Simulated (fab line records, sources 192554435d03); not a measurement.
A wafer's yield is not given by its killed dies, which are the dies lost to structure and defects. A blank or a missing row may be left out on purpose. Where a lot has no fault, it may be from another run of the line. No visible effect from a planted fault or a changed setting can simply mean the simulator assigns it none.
Matching of chambers + flow n5_finfet + N5_BEOL_M4_ALD_84 on ald_metal-04: 4 sister chambers
The step deposits TaN, pulse time 2 s, purge time 3 s, co reactant purge time 2 s. 4 wafers are shown with their chamber, then 8 later ones without.

== EACH WAFER AND ITS CHAMBER ==
| wafer  | chamber | heater_power_w (W) |
|--------|---------|--------------------|
| L084.1 | 0       | 428                |
| L086.3 | 3       | 393                |
| L086.5 | 1       | 373                |
| L093.1 | 2       | 467                |

== WAFERS WITHOUT THEIR CHAMBER ==
| wafer  | heater_power_w (W) |
|--------|--------------------|
| L093.4 | 377                |
| L093.5 | 391                |
| L095.2 | 432                |
| L095.3 | 376                |
| L095.5 | 390                |
| L096.1 | 408                |
| L096.3 | 484                |
| L096.5 | 466                |

== CHAMBER TAKEN BY EACH ==
| wafer  | from the rows above     | in truth |
|--------|-------------------------|----------|
| L093.4 | can't be placed: 1 or 3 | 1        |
| L093.5 | can't be placed: 3 or 1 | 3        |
| L095.2 | 0                       | 0        |
| L095.3 | can't be placed: 1 or 3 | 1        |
| L095.5 | can't be placed: 3 or 1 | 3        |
| L096.1 | can't be placed: 3 or 0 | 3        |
| L096.3 | 2                       | 2        |
| L096.5 | 2                       | 2        |
Correct placement for 3 of the 8. Not placeable from these rows: 5 (in 5, the candidates include the true chamber). Number placed wrongly: 0.
How it was worked out, from the rows above alone: a wafer's distance from a chamber is the root of the sum, over the readings, of the square of ((its reading less the chamber's mean) divided by the reading's scatter). If the next closest chamber is less than 2 further off than the closest, the wafer can't be placed; otherwise it belongs to the closest. A chamber's mean is the mean of its shown wafers. The scatter (one wafer shown for each chamber): square how far every hidden wafer sits from the nearest shown wafer, average those squares and take the square root.
